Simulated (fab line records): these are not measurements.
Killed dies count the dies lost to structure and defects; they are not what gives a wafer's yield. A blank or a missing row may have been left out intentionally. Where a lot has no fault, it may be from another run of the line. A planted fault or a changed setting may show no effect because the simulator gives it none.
Which tool is to blame? / flow nand-harc / 72 wafers from 24 lots sampled at 6 of the route's 1302 steps

WHAT THE GAUGES SHOWED, per wafer
NHARC_A_M0_INSPECT_11.
lot=L074; measured=day 21 16:51; on=defect-inspect-02; raw-defect-count=79 77 73
lot=L075; measured=day 22 21:00; on=defect-inspect-02; raw-defect-count=86 105 103
lot=L077; measured=day 23 12:25; on=defect-inspect-01; raw-defect-count=75 68 69
lot=L076; measured=day 23 12:42; on=defect-inspect-01; raw-defect-count=118 104 101
lot=L078; measured=day 24 16:07; on=defect-inspect-01; raw-defect-count=107 115 112
lot=L079; measured=day 24 19:26; on=defect-inspect-01; raw-defect-count=111 129 124
lot=L080; measured=day 25 04:24; on=defect-inspect-02; raw-defect-count=58 57 64
lot=L081; measured=day 25 10:10; on=defect-inspect-02; raw-defect-count=71 90 77
lot=L082; measured=day 25 13:22; on=defect-inspect-02; raw-defect-count=93 121 81
lot=L083; measured=day 26 02:42; on=defect-inspect-02; raw-defect-count=74 85 68
lot=L085; measured=day 26 15:08; on=defect-inspect-02; raw-defect-count=93 82 75
lot=L084; measured=day 26 17:05; on=defect-inspect-01; raw-defect-count=55 87 56
lot=L086; measured=day 27 12:18; on=defect-inspect-01; raw-defect-count=91 90 80
lot=L087; measured=day 27 13:46; on=defect-inspect-01; raw-defect-count=145 155 129
lot=L089; measured=day 28 21:26; on=defect-inspect-01; raw-defect-count=69 79 77
lot=L088; measured=day 29 00:00; on=defect-inspect-02; raw-defect-count=121 116 99
lot=L090; measured=day 29 08:39; on=defect-inspect-01; raw-defect-count=167 147 161
lot=L091; measured=day 29 09:11; on=defect-inspect-01; raw-defect-count=71 75 69
lot=L092; measured=day 29 14:31; on=defect-inspect-01; raw-defect-count=26 22 27
lot=L093; measured=day 30 13:04; on=defect-inspect-01; raw-defect-count=116 128 107
lot=L094; measured=day 30 15:38; on=defect-inspect-01; raw-defect-count=41 34 33
lot=L095; measured=day 31 11:56; on=defect-inspect-02; raw-defect-count=55 48 39
lot=L096; measured=day 31 15:05; on=defect-inspect-02; raw-defect-count=59 68 67
lot=L097; measured=day 31 18:37; on=defect-inspect-02; raw-defect-count=10 24 13

NHARC_A_M0_THK_MEAS_24: measures by xrf.
lot=L074; measured=day 21 19:13; on=film-metro-02; thk-nm (nm)=115.8 114.7 115.4
lot=L075; measured=day 22 23:23; on=film-metro-02; thk-nm (nm)=114.9 113.0 114.0
lot=L077; measured=day 23 14:48; on=film-metro-02; thk-nm (nm)=114.3 115.1 113.8
lot=L076; measured=day 23 15:32; on=film-metro-01; thk-nm (nm)=111.7 113.1 110.5
lot=L078; measured=day 24 18:32; on=film-metro-01; thk-nm (nm)=116.0 114.8 117.4
lot=L079; measured=day 24 21:49; on=film-metro-01; thk-nm (nm)=117.9 116.1 115.3
lot=L080; measured=day 25 06:47; on=film-metro-02; thk-nm (nm)=113.1 115.3 113.2
lot=L081; measured=day 25 12:39; on=film-metro-01; thk-nm (nm)=114.8 114.3 114.4
lot=L082; measured=day 25 15:53; on=film-metro-02; thk-nm (nm)=114.2 116.0 112.7
lot=L083; measured=day 26 05:05; on=film-metro-02; thk-nm (nm)=112.8 114.7 114.3
lot=L085; measured=day 26 17:32; on=film-metro-02; thk-nm (nm)=112.5 113.9 113.5
lot=L084; measured=day 26 19:28; on=film-metro-02; thk-nm (nm)=111.5 112.8 113.6
lot=L086; measured=day 27 14:41; on=film-metro-02; thk-nm (nm)=115.1 114.8 116.3
lot=L087; measured=day 27 16:10; on=film-metro-02; thk-nm (nm)=115.2 116.0 117.9
lot=L089; measured=day 28 23:48; on=film-metro-01; thk-nm (nm)=112.2 114.0 113.5
lot=L088; measured=day 29 02:23; on=film-metro-01; thk-nm (nm)=114.0 114.4 113.8
lot=L090; measured=day 29 11:01; on=film-metro-02; thk-nm (nm)=115.1 114.9 115.2
lot=L091; measured=day 29 11:35; on=film-metro-02; thk-nm (nm)=114.7 111.6 113.5
lot=L092; measured=day 29 16:57; on=film-metro-02; thk-nm (nm)=112.0 113.8 113.8
lot=L093; measured=day 30 15:32; on=film-metro-02; thk-nm (nm)=111.1 111.8 112.1
lot=L094; measured=day 30 18:03; on=film-metro-02; thk-nm (nm)=113.0 113.7 110.0
lot=L095; measured=day 31 14:19; on=film-metro-02; thk-nm (nm)=113.1 115.7 114.3
lot=L096; measured=day 31 17:28; on=film-metro-02; thk-nm (nm)=114.4 113.4 114.9
lot=L097; measured=day 31 20:59; on=film-metro-02; thk-nm (nm)=112.7 113.6 116.0

NHARC_A_M1_OVL_MEAS_10: pitch 240 nm.
lot=L074; measured=day 21 20:52; on=overlay-02; overlay-x-nm (nm)=-0.1 -1.0 -0.4; overlay-y-nm (nm)=0.8 0.5 0.3
lot=L075; measured=day 23 00:53; on=overlay-01; overlay-x-nm (nm)=-1.5 -1.5 -1.6; overlay-y-nm (nm)=1.8 1.7 1.7
lot=L077; measured=day 23 16:26; on=overlay-01; overlay-x-nm (nm)=1.2 1.4 2.1; overlay-y-nm (nm)=0.7 -0.1 0.3
lot=L076; measured=day 23 17:10; on=overlay-02; overlay-x-nm (nm)=1.4 0.5 0.4; overlay-y-nm (nm)=-1.0 -0.7 -0.4
lot=L078; measured=day 24 20:10; on=overlay-02; overlay-x-nm (nm)=0.0 0.0 0.1; overlay-y-nm (nm)=0.8 1.2 0.6
lot=L079; measured=day 24 23:19; on=overlay-01; overlay-x-nm (nm)=0.9 0.5 1.4; overlay-y-nm (nm)=-1.0 -1.2 -1.4
lot=L080; measured=day 25 08:18; on=overlay-01; overlay-x-nm (nm)=-0.9 -0.2 -0.1; overlay-y-nm (nm)=0.5 0.6 0.5
lot=L081; measured=day 25 14:18; on=overlay-02; overlay-x-nm (nm)=-0.7 -0.3 -0.5; overlay-y-nm (nm)=-1.0 -1.5 -0.5
lot=L082; measured=day 25 17:29; on=overlay-01; overlay-x-nm (nm)=0.9 0.6 0.4; overlay-y-nm (nm)=-1.1 -0.7 -0.9
lot=L083; measured=day 26 06:35; on=overlay-01; overlay-x-nm (nm)=-0.6 -1.0 -0.5; overlay-y-nm (nm)=-0.3 -0.6 -0.3
lot=L085; measured=day 26 19:09; on=overlay-02; overlay-x-nm (nm)=-0.3 -0.6 -0.3; overlay-y-nm (nm)=0.7 0.5 0.7
lot=L084; measured=day 26 21:07; on=overlay-02; overlay-x-nm (nm)=1.0 1.0 0.8; overlay-y-nm (nm)=0.3 0.1 0.0
lot=L086; measured=day 27 16:20; on=overlay-02; overlay-x-nm (nm)=0.7 0.6 0.4; overlay-y-nm (nm)=0.7 0.7 1.2
lot=L087; measured=day 27 17:41; on=overlay-02; overlay-x-nm (nm)=0.6 -0.2 -0.2; overlay-y-nm (nm)=0.6 1.2 0.1
lot=L089; measured=day 29 01:19; on=overlay-02; overlay-x-nm (nm)=0.5 0.4 0.8; overlay-y-nm (nm)=-0.4 -0.1 -0.1
lot=L088; measured=day 29 04:01; on=overlay-01; overlay-x-nm (nm)=0.3 -0.2 -0.3; overlay-y-nm (nm)=0.0 -0.6 -0.5
lot=L090; measured=day 29 12:40; on=overlay-02; overlay-x-nm (nm)=-2.1 -2.3 -2.2; overlay-y-nm (nm)=0.4 0.5 0.6
lot=L091; measured=day 29 13:14; on=overlay-02; overlay-x-nm (nm)=-0.6 -0.2 0.6; overlay-y-nm (nm)=0.2 0.4 0.3
lot=L092; measured=day 29 18:35; on=overlay-02; overlay-x-nm (nm)=0.8 0.9 0.3; overlay-y-nm (nm)=-0.3 -1.0 -0.2
lot=L093; measured=day 30 17:10; on=overlay-02; overlay-x-nm (nm)=0.7 0.9 0.2; overlay-y-nm (nm)=-0.4 0.1 0.0
lot=L094; measured=day 30 19:40; on=overlay-02; overlay-x-nm (nm)=-0.3 0.2 0.0; overlay-y-nm (nm)=-0.8 -0.1 -0.5
lot=L095; measured=day 31 16:05; on=overlay-01; overlay-x-nm (nm)=0.2 0.2 -0.1; overlay-y-nm (nm)=-0.5 -0.6 0.3
lot=L096; measured=day 31 19:05; on=overlay-02; overlay-x-nm (nm)=-0.5 -1.0 -0.2; overlay-y-nm (nm)=-0.1 0.9 0.4
lot=L097; measured=day 31 22:46; on=overlay-01; overlay-x-nm (nm)=0.1 0.4 -0.2; overlay-y-nm (nm)=1.0 1.1 1.1

NHARC_A_M1_INSPECT_27.
lot=L074; measured=day 21 23:37; on=defect-inspect-02; raw-defect-count=498 581 501
lot=L075; measured=day 23 03:34; on=defect-inspect-02; raw-defect-count=604 450 507
lot=L077; measured=day 23 19:07; on=defect-inspect-02; raw-defect-count=607 818 580
lot=L076; measured=day 23 19:52; on=defect-inspect-02; raw-defect-count=407 350 573
lot=L078; measured=day 24 22:49; on=defect-inspect-01; raw-defect-count=318 347 409
lot=L079; measured=day 25 01:59; on=defect-inspect-01; raw-defect-count=696 655 692
lot=L080; measured=day 25 10:59; on=defect-inspect-01; raw-defect-count=537 622 592
lot=L081; measured=day 25 16:58; on=defect-inspect-02; raw-defect-count=671 734 858
lot=L082; measured=day 25 20:14; on=defect-inspect-01; raw-defect-count=557 517 579
lot=L083; measured=day 26 09:17; on=defect-inspect-01; raw-defect-count=561 602 394
lot=L085; measured=day 26 21:49; on=defect-inspect-02; raw-defect-count=572 562 576
lot=L084; measured=day 26 23:47; on=defect-inspect-01; raw-defect-count=482 516 547
lot=L086; measured=day 27 19:02; on=defect-inspect-02; raw-defect-count=517 475 643
lot=L087; measured=day 27 20:22; on=defect-inspect-02; raw-defect-count=481 528 363
lot=L089; measured=day 29 04:04; on=defect-inspect-01; raw-defect-count=398 543 704
lot=L088; measured=day 29 06:44; on=defect-inspect-01; raw-defect-count=586 661 569
lot=L090; measured=day 29 15:24; on=defect-inspect-02; raw-defect-count=631 605 561
lot=L091; measured=day 29 15:59; on=defect-inspect-02; raw-defect-count=580 467 474
lot=L092; measured=day 29 21:18; on=defect-inspect-02; raw-defect-count=688 474 595
lot=L093; measured=day 30 19:51; on=defect-inspect-01; raw-defect-count=637 609 669
lot=L094; measured=day 30 22:20; on=defect-inspect-02; raw-defect-count=619 653 553
lot=L095; measured=day 31 18:48; on=defect-inspect-01; raw-defect-count=613 567 364
lot=L096; measured=day 31 21:45; on=defect-inspect-02; raw-defect-count=442 425 409
lot=L097; measured=day 32 01:27; on=defect-inspect-02; raw-defect-count=488 367 320

NHARC_A_BONDPAD_CD_MEAS_09: the cd target is 500 nm.
lot=L074; measured=day 22 01:32; on=cd-sem-01; cd-nm (nm)=500.1 500.5 499.2
lot=L075; measured=day 23 05:30; on=cd-sem-01; cd-nm (nm)=500.7 498.6 498.9
lot=L077; measured=day 23 20:56; on=cd-sem-02; cd-nm (nm)=499.6 499.9 501.0
lot=L076; measured=day 23 22:00; on=cd-sem-02; cd-nm (nm)=500.3 500.1 498.5
lot=L078; measured=day 25 00:37; on=cd-sem-03; cd-nm (nm)=502.4 500.1 499.9
lot=L079; measured=day 25 03:47; on=cd-sem-02; cd-nm (nm)=501.5 499.1 500.9
lot=L080; measured=day 25 12:58; on=cd-sem-02; cd-nm (nm)=501.5 498.9 500.2
lot=L081; measured=day 25 18:53; on=cd-sem-01; cd-nm (nm)=500.2 500.8 499.2
lot=L082; measured=day 25 22:19; on=cd-sem-02; cd-nm (nm)=501.8 500.8 497.9
lot=L083; measured=day 26 11:14; on=cd-sem-02; cd-nm (nm)=499.2 500.4 502.2
lot=L085; measured=day 26 23:38; on=cd-sem-02; cd-nm (nm)=501.0 497.5 500.5
lot=L084; measured=day 27 01:43; on=cd-sem-03; cd-nm (nm)=499.3 499.4 497.9
lot=L086; measured=day 27 20:50; on=cd-sem-02; cd-nm (nm)=498.1 498.7 499.5
lot=L087; measured=day 27 22:10; on=cd-sem-03; cd-nm (nm)=498.8 498.6 501.9
lot=L089; measured=day 29 05:58; on=cd-sem-02; cd-nm (nm)=497.1 499.1 498.6
lot=L088; measured=day 29 08:40; on=cd-sem-02; cd-nm (nm)=502.8 501.9 499.0
lot=L090; measured=day 29 17:20; on=cd-sem-02; cd-nm (nm)=498.5 496.9 498.2
lot=L091; measured=day 29 17:55; on=cd-sem-02; cd-nm (nm)=500.2 501.4 501.7
lot=L092; measured=day 29 23:13; on=cd-sem-02; cd-nm (nm)=496.6 498.0 496.7
lot=L093; measured=day 30 21:46; on=cd-sem-02; cd-nm (nm)=500.9 500.1 500.1
lot=L094; measured=day 31 00:08; on=cd-sem-03; cd-nm (nm)=499.5 499.5 498.6
lot=L095; measured=day 31 20:54; on=cd-sem-01; cd-nm (nm)=499.0 498.7 499.4
lot=L096; measured=day 31 23:41; on=cd-sem-02; cd-nm (nm)=499.2 499.4 498.3
lot=L097; measured=day 32 03:32; on=cd-sem-01; cd-nm (nm)=500.9 500.3 499.3

EACH LOT AND THE TOOL THAT RAN IT (in order: tool; ch and the chambers of the sampled wafers; start)
lot=L074; NHARC_A_M1_ANNEAL_31=rtp-anneal-02 ch 0, day 21 22:47
lot=L075; NHARC_A_M1_ANNEAL_31=rtp-anneal-01 ch 0, day 23 02:44
lot=L077; NHARC_A_M1_ANNEAL_31=rtp-anneal-01 ch 0, day 23 18:27
lot=L076; NHARC_A_M1_ANNEAL_31=rtp-anneal-01 ch 0, day 23 19:01
lot=L078; NHARC_A_M1_ANNEAL_31=rtp-anneal-02 ch 0, day 24 22:01
lot=L079; NHARC_A_M1_ANNEAL_31=rtp-anneal-01 ch 0, day 25 01:10
lot=L080; NHARC_A_M1_ANNEAL_31=rtp-anneal-02 ch 0, day 25 10:13
lot=L081; NHARC_A_M1_ANNEAL_31=rtp-anneal-01 ch 0, day 25 16:12
lot=L082; NHARC_A_M1_ANNEAL_31=rtp-anneal-01 ch 0, day 25 19:31
lot=L083; NHARC_A_M1_ANNEAL_31=rtp-anneal-01 ch 0, day 26 08:34
lot=L085; NHARC_A_M1_ANNEAL_31=rtp-anneal-02 ch 0, day 26 21:01
lot=L084; NHARC_A_M1_ANNEAL_31=rtp-anneal-02 ch 0, day 26 22:58
lot=L086; NHARC_A_M1_ANNEAL_31=rtp-anneal-02 ch 0, day 27 18:17
lot=L087; NHARC_A_M1_ANNEAL_31=rtp-anneal-02 ch 0, day 27 19:34
lot=L089; NHARC_A_M1_ANNEAL_31=rtp-anneal-02 ch 0, day 29 03:14
lot=L088; NHARC_A_M1_ANNEAL_31=rtp-anneal-01 ch 0, day 29 05:55
lot=L090; NHARC_A_M1_ANNEAL_31=rtp-anneal-01 ch 0, day 29 14:34
lot=L091; NHARC_A_M1_ANNEAL_31=rtp-anneal-02 ch 0, day 29 15:09
lot=L092; NHARC_A_M1_ANNEAL_31=rtp-anneal-02 ch 0, day 29 20:32
lot=L093; NHARC_A_M1_ANNEAL_31=rtp-anneal-02 ch 0, day 30 19:02
lot=L094; NHARC_A_M1_ANNEAL_31=rtp-anneal-02 ch 0, day 30 21:31
lot=L095; NHARC_A_M1_ANNEAL_31=rtp-anneal-01 ch 0, day 31 18:02
lot=L096; NHARC_A_M1_ANNEAL_31=rtp-anneal-02 ch 0, day 31 20:59
lot=L097; NHARC_A_M1_ANNEAL_31=rtp-anneal-01 ch 0, day 32 00:41
- NHARC_A_M1_ANNEAL_31: time 90 s.

AS READ BY THE TOOLS THEMSELVES (means over the sampled wafers that have a number; for cases with no such wafer, the mark the record gives instead)
NHARC_A_M1_ANNEAL_31.
lot=L074 tool=rtp-anneal-02 wafer_temp_C_max=225.83
lot=L075 tool=rtp-anneal-01 wafer_temp_C_max=225.80
lot=L077 tool=rtp-anneal-01 wafer_temp_C_max=225.91
lot=L076 tool=rtp-anneal-01 wafer_temp_C_max=225.83
lot=L078 tool=rtp-anneal-02 wafer_temp_C_max=226.15
lot=L079 tool=rtp-anneal-01 wafer_temp_C_max=225.70
lot=L080 tool=rtp-anneal-02 wafer_temp_C_max=225.95
lot=L081 tool=rtp-anneal-01 wafer_temp_C_max=225.94
lot=L082 tool=rtp-anneal-01 wafer_temp_C_max=226.19
lot=L083 tool=rtp-anneal-01 wafer_temp_C_max=226.20
lot=L085 tool=rtp-anneal-02 wafer_temp_C_max=226.02
lot=L084 tool=rtp-anneal-02 wafer_temp_C_max=226.17
lot=L086 tool=rtp-anneal-02 wafer_temp_C_max=225.96
lot=L087 tool=rtp-anneal-02 wafer_temp_C_max=226.20
lot=L089 tool=rtp-anneal-02 wafer_temp_C_max=226.14
lot=L088 tool=rtp-anneal-01 wafer_temp_C_max=226.09
lot=L090 tool=rtp-anneal-01 wafer_temp_C_max=225.90
lot=L091 tool=rtp-anneal-02 wafer_temp_C_max=225.85
lot=L092 tool=rtp-anneal-02 wafer_temp_C_max=226.29
lot=L093 tool=rtp-anneal-02 wafer_temp_C_max=226.03
lot=L094 tool=rtp-anneal-02 wafer_temp_C_max=226.10
lot=L095 tool=rtp-anneal-01 wafer_temp_C_max=225.99
lot=L096 tool=rtp-anneal-02 wafer_temp_C_max=226.07
lot=L097 tool=rtp-anneal-01 wafer_temp_C_max=225.71

THE ANSWER, worked out from the rows above alone
Rule: the lots themselves supply what counts as usual. Put in order of their means at a reading, lots are off if they are a third of the lots or fewer, leave a main group of 4 or more, and stand apart from it by a gap of 3 or more times the standard deviation of the main group's means; of several such gaps the widest counts. A main group whose means are all the same, to the digits that the tables above print for the reading, isn't used. Also off: a lot with no number at a reading for which 4 or more lots have one. Where the step has rows for the other lots, those lots are counted as sound. The gauges are gone through in route order, then the tools' own readings, and for those a lot's mean is taken as printed above. The first step at which some lot is off is used, and at that step the reading that is off furthest; a lot without a number counts as furthest.
Across all readings shown, no lot is off: no conclusion can be drawn from this.

WHAT THE SIMULATOR HAD INSERTED
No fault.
